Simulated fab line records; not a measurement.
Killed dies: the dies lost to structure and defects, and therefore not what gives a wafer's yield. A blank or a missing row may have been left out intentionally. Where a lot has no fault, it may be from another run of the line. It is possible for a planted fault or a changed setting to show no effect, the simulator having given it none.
fab line records | flow nandHarc
record: lots: 14 wafers: 42 lastDay: 34
route steps=1302 shown P_STI@98 A_BONDPAD@1204 THIN_TSV@1246 END@1302
lots that met no fault: from a run of the same line without faults
startH: hours from the record's first day to the start of the lot's first wafer shown | waitH: hours since the lot's step before | " same as the row above | L1.1+2: a single row standing in for several wafers | - no value, or no start given | * or withheld: withheld | < > ~ a bound
route shown NAME@n: a module of which the file shows steps, and the number in the route of the first | usual: mean and standard deviation over wafers with no fault | same: alike in all rows | chamber/n: place in a boat | sites: readings site by site | _std_site: the values' standard deviation | _edge_site: outer sites' mean less inner sites' | radiusMm: how far each site lies from the wafer's centre | mask NAME#n: copy n | behind: the tool/chamber that last shaped the wafer | hold: cause of the lot's hold/its duration in hours/its outcome | device: the n, p or np transistor that did not switch | end of line: the tests these same wafers got at the end of their route | a step with no rows: only its recipe | killed: not the wafer's yield, but the dies lost to structure and defects at the first sort | map: a wafer's dies, x killed, . not, _ none there
set.NAME: setting as actually run; set.NAME@STEP: the setting as run at that earlier step | model.NAME: the simulator's own value behind a step, which no gauge read
the route's steps for a sample of lots (tables are steps, rows are wafers)
services: a tool's chamber out of use, with start hour (startH, from the record's first day; less than 0 if before it), hours out, and reason
== steps ==
step: NHARC_P_STI_HDPCVD_20
recipe: targetThkA: withheld sigmaOpenFrac: withheld material: SiO2
columns lot.wafer tool chamber startH waitH
L949.3+5+6 hdpcvd-01 0,0,1 54.01 0.5
L951.2+3+6 hdpcvd-01 1,0,0 74.42 0.4
L952.2+5+6 hdpcvd-01 1,0,1 84.00 0.5
L953.1+4+6 hdpcvd-01 1,0,1 94.10 0.4
L954.1+3+5 hdpcvd-01 1,1,0 104.63 0.5
L961.2+4+5 hdpcvd-01 0,0,1 172.07 0.5
L963.2+1+3 hdpcvd-01 0,1,1 198.37 2.9
L964.2+1+5 hdpcvd-01 1,0,1 202.61 0.4
L965.2+5+6 hdpcvd-01 0,1,0 215.13 0.5
L966.1+3+5 hdpcvd-01 0,1,0 226.17 0.5
L967.1+4+6 hdpcvd-01 1,0,1 237.82 0.4
L968.2+3+5 hdpcvd-01 1,0,1 246.62 0.4
L969.4+3+6 hdpcvd-01 0,1,1 254.87 0.6
L971.2+3+6 hdpcvd-01 1 302.74 0.9
step: NHARC_A_BONDPAD_THK_MEAS_30
recipe: thkMeasGauge: ellipsometry
usual: thkNm: 199.9/1.4
columns lot.wafer tool chamber startH waitH thkNm
L949.3 filmMetro-02 - 524.42 0.2 201.6
L949.5 " - " " 199.5
L949.6 " - " " 198.0
L951.2 filmMetro-01 - 535.25 0.2 198.8
L951.3 " - " " 199.6
L951.6 " - " " 201.2
L952.2 filmMetro-01 - 550.54 0.2 197.9
L952.5 " - " " 199.5
L952.6 " - " " 198.4
L961.2 filmMetro-01 - 622.84 0.2 199.4
L961.4 " - " " 200.4
L961.5 " - " " 202.1
L964.1 filmMetro-01 - 677.17 0.2 199.0
L964.2 " - " " 198.7
L964.5 " - " " 196.6
L963.1 filmMetro-02 - 689.47 0.2 200.9
L963.2 " - " " 200.1
L963.3 " - " " 200.1
L965.2 filmMetro-01 - 695.83 0.2 200.2
L965.5 " - " " 197.8
L965.6 " - " " 198.8
L968.2 filmMetro-02 - 701.64 0.2 198.4
L968.3 " - " " 200.8
L968.5 " - " " 196.6
L966.1 filmMetro-01 - 702.54 0.1 201.4
L966.3 " - " " 199.7
L966.5 " - " " 200.8
L967.1 filmMetro-02 - 719.55 0.1 199.2
L967.4 " - " " 202.4
L967.6 " - " " 200.6
L969.3 filmMetro-01 - 725.59 0.2 202.2
L969.4 " - " " 200.4
L969.6 " - " " 201.7
L971.2 filmMetro-02 - 791.30 0.2 200.6
L971.3 " - " " 200.8
L971.6 " - " " 200.7
step: NHARC_THIN_TSV_THK_MEAS_02
recipe: thkMeasGauge: ir
usual: thkNm: 2938/220
columns lot.wafer tool chamber startH waitH thkNm
L949.3 filmMetro-02 - 539.09 - 3150
L949.5 " - " " 3077
L949.6 " - " " 2972
L951.2 filmMetro-01 - 549.79 0.2 2994
L951.3 " - " " 2911
L951.6 " - " " 2649
L952.2 filmMetro-01 - 565.32 - 3263
L952.5 " - " " 3269
L952.6 " - " " 3148
L961.2 filmMetro-02 - 636.85 - 2834
L961.4 " - " " 2956
L961.5 " - " " 2968
L964.1 filmMetro-01 - 691.79 0.2 2632
L964.2 " - " " 2613
L964.5 " - " " 2754
L963.1 filmMetro-01 - 707.50 - 2699
L963.2 " - " " 2766
L963.3 " - " " 2732
L965.2 filmMetro-02 - 708.70 0.2 3418
L965.5 " - " " 3065
L965.6 " - " " 2978
L968.2 filmMetro-02 - 716.18 - 2840
L968.3 " - " " 2791
L968.5 " - " " 2834
L966.1 filmMetro-02 - 717.40 0.2 3065
L966.3 " - " " 3177
L966.5 " - " " 3081
L967.1 filmMetro-01 - 734.12 - 2811
L967.4 " - " " 2862
L967.6 " - " " 2756
L969.3 filmMetro-02 - 745.57 0.2 2988
L969.4 " - " " 2933
L969.6 " - " " 3105
L971.2 filmMetro-01 - 807.13 - 2929
L971.3 " - " " 2977
L971.6 " - " " 2816
step: NHARC_THIN_TSV_DEGAS_53
recipe: tempC: 300 timeS: 60
usual: heaterPowerW: 467/41
columns lot.wafer tool chamber startH waitH heaterPowerW
L949.3 pvdSputter-03 - 545.06 0.1 521
L949.5 " - " " 504
L949.6 " - " " 496
L951.2 pvdSputter-01 - 555.71 0.1 481
L951.3 " - " " 441
L951.6 " - " " 486
L952.2 pvdSputter-02 - 571.22 0.1 408
L952.6 " - " " 406
L952.5 " - " " 476
L961.4 pvdSputter-01 - 642.87 0.1 462
L961.2 " - " " 524
L961.5 " - " " 455
L964.2 pvdSputter-01 - 697.68 0.1 438
L964.1 " - " " 431
L964.5 " - " " 523
L963.1 pvdSputter-01 - 713.22 0.1 448
L963.2 " - " " 440
L963.3 " - " " 456
L965.2 pvdSputter-03 - 714.53 0.1 493
L965.6 " - " " 397
L965.5 " - " " 477
L968.3 pvdSputter-03 - 722.22 0.1 469
L968.2 " - " " 511
L968.5 " - " " 407
L966.3 pvdSputter-01 - 723.20 0.1 523
L966.1 " - " " 434
L966.5 " - " " 458
L967.4 pvdSputter-02 - 739.81 0.1 422
L967.1 " - " " 488
L967.6 " - " " 513
L969.3 pvdSputter-03 - 751.40 0.1 408
L969.4 " - " " 494
L969.6 " - " " 489
L971.2 pvdSputter-01 - 812.96 0.1 440
L971.3 " - " " 457
L971.6 " - " " 509
step: NHARC_END_SORT_01
recipe: tempC: 25
usual: killedAtArray: 58/15 killedAtOther: 0.8/1.2 killedAtPeriphery: 3.5/2.5 killedDies: 62/15 killedOpen: 3.2/1.7 killedShort: 2.4/1.5
same: grossDies: 677
columns lot.wafer tool chamber startH waitH killedAtArray killedAtOther killedAtPeriphery killedDies killedOpen killedShort
L953.1 prober-02 0 595.15 2.5 86 1 590 677 2 0
L953.4 prober-02 0 597.56 3.4 72 2 603 677 0 3
L953.6 prober-02 0 599.16 4.0 80 2 595 677 3 1
L954.1 prober-01 0 595.81 2.5 43 1 633 677 4 2
L954.3 prober-01 0 597.44 3.1 48 0 629 677 5 2
L954.5 prober-01 0 599.06 3.8 58 1 618 677 2 4
killed by level:class
L953.1 P_STI:areaHdpcvd=589 A_CHANNEL_HOLE_D1:chamberFilmFlake=29 A_SLIT:chamberFilmFlake=27 A_CHANNEL_HOLE_D2:chamberFilmFlake=20 A_CONTACT:chamberFilmFlake=3 A_STAIRCASE:chamberFilmFlake=2 A_DECK1_JOINT:chamberFilmFlake=2 A_CHANNEL_HOLE_D1:geometricParticle:open=1
L954.1 P_STI:areaHdpcvd=627 A_CHANNEL_HOLE_D1:chamberFilmFlake=24 A_CHANNEL_HOLE_D2:chamberFilmFlake=12 P_ZERO_WELL:chamberFilmFlake=2 A_ZERO_WELL:chamberFilmFlake=2 A_CONTACT:chamberFilmFlake=2 P_STI:geometricParticle:open=1 P_GATE:geometricParticle:open=1
L954.3 P_STI:areaHdpcvd=626 A_CHANNEL_HOLE_D1:chamberFilmFlake=30 A_CHANNEL_HOLE_D2:chamberFilmFlake=7 A_CONTACT:chamberFilmFlake=3 A_BLC:geometricParticle:open=2 P_M2:chamberFilmFlake=2 A_ONON_D1:geometricParticle:short=1 A_ONON_D1:geometricParticle:open=1
L953.4 P_STI:areaHdpcvd=599 A_SLIT:chamberFilmFlake=23 A_CHANNEL_HOLE_D1:chamberFilmFlake=22 A_CHANNEL_HOLE_D2:chamberFilmFlake=19 A_CONTACT:chamberFilmFlake=5 P_CONTACT:chamberFilmFlake=2 THIN_TSV:chamberFilmFlake=2 P_M0:geometricParticle:short=1
L954.5 P_STI:areaHdpcvd=615 A_CHANNEL_HOLE_D1:chamberFilmFlake=31 A_CHANNEL_HOLE_D2:chamberFilmFlake=13 A_CONTACT:chamberFilmFlake=4 A_M0:geometricParticle:open=2 A_SLIT:chamberFilmFlake=2 A_WL_FILL:chamberFilmFlake=2 P_CONTACT:geometricParticle:short=1
L953.6 P_STI:areaHdpcvd=591 A_SLIT:chamberFilmFlake=25 A_CHANNEL_HOLE_D2:chamberFilmFlake=25 A_CHANNEL_HOLE_D1:chamberFilmFlake=19 A_CONTACT:chamberFilmFlake=3 A_DECK1_JOINT:chamberFilmFlake=2 A_STAIRCASE:chamberFilmFlake=2 THIN_TSV:chamberFilmFlake=2
== services ==
columns tool chamber startH hours kind
pvdSputter-01 - 48.00 10.0 pm
pvdSputter-03 - 117.84 11.4 repair
hdpcvd-01 - 131.55 0.6 repair
pvdSputter-03 - 170.00 10.0 pm
hdpcvd-01 - 185.37 13.0 pm
pvdSputter-01 - 211.88 1.0 repair
pvdSputter-01 - 214.40 1.0 repair
pvdSputter-01 - 226.00 10.0 pm
pvdSputter-03 - 226.99 5.3 repair
hdpcvd-01 - 297.44 1.7 repair
pvdSputter-01 - 302.94 0.7 repair
pvdSputter-03 - 343.79 3.8 repair
pvdSputter-03 - 348.00 10.0 pm
hdpcvd-01 - 366.37 13.0 pm
hdpcvd-01 - 387.97 0.8 repair
pvdSputter-01 - 399.97 6.2 repair
hdpcvd-01 - 547.37 13.0 pm
pvdSputter-01 - 580.46 1.2 repair
pvdSputter-01 - 584.16 10.0 pm
pvdSputter-01 - 667.92 2.1 repair
pvdSputter-01 - 714.06 1.1 repair
hdpcvd-01 - 728.37 13.0 pm
pvdSputter-01 - 762.16 10.0 pm
hdpcvd-01 - 772.61 1.1 repair
== key ==
firstSign: step: NHARC_END_SORT_01 reading: killedAtPeriphery direction: up sigmas: 99+ usual: 3.5 struck: 611.3
effect: step: NHARC_END_SORT_01 reading: killedDies direction: up sigmas: 42 usual: 62 struck: 677
moreKillsBornAt: NHARC_P_STI_HDPCVD_20@hdpcvd-01: 3647
metAt NHARC_P_STI_HDPCVD_20
struckLots L953,L954
laterRowsLeftOut L953.1,L953.4,L953.6,L954.1,L954.3,L954.5
testerLeftOut L953,L954
notActingAt NHARC_A_BONDPAD_THK_MEAS_30,NHARC_THIN_TSV_THK_MEAS_02,NHARC_THIN_TSV_DEGAS_53
onsetBetween 84.00 94.10
fault: kind: skippedStepWhole tool: hdpcvd-01 chamber: - onsetH: 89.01 steps: NHARC_P_STI_HDPCVD_20 scope: struckLotsOnly
testerLeftOut: of these lots the tester's yield and bins aren't shown, on N5 and GAA mostly nor the transistor test; their killed dies are dies lost to structure and defects alone, not to doping, threshold or leakage, so they don't give the yield
laterRowsLeftOut: the simulator's readings of these wafers behind a module that went badly wrong aren't trusted and aren't shown, but for the sort
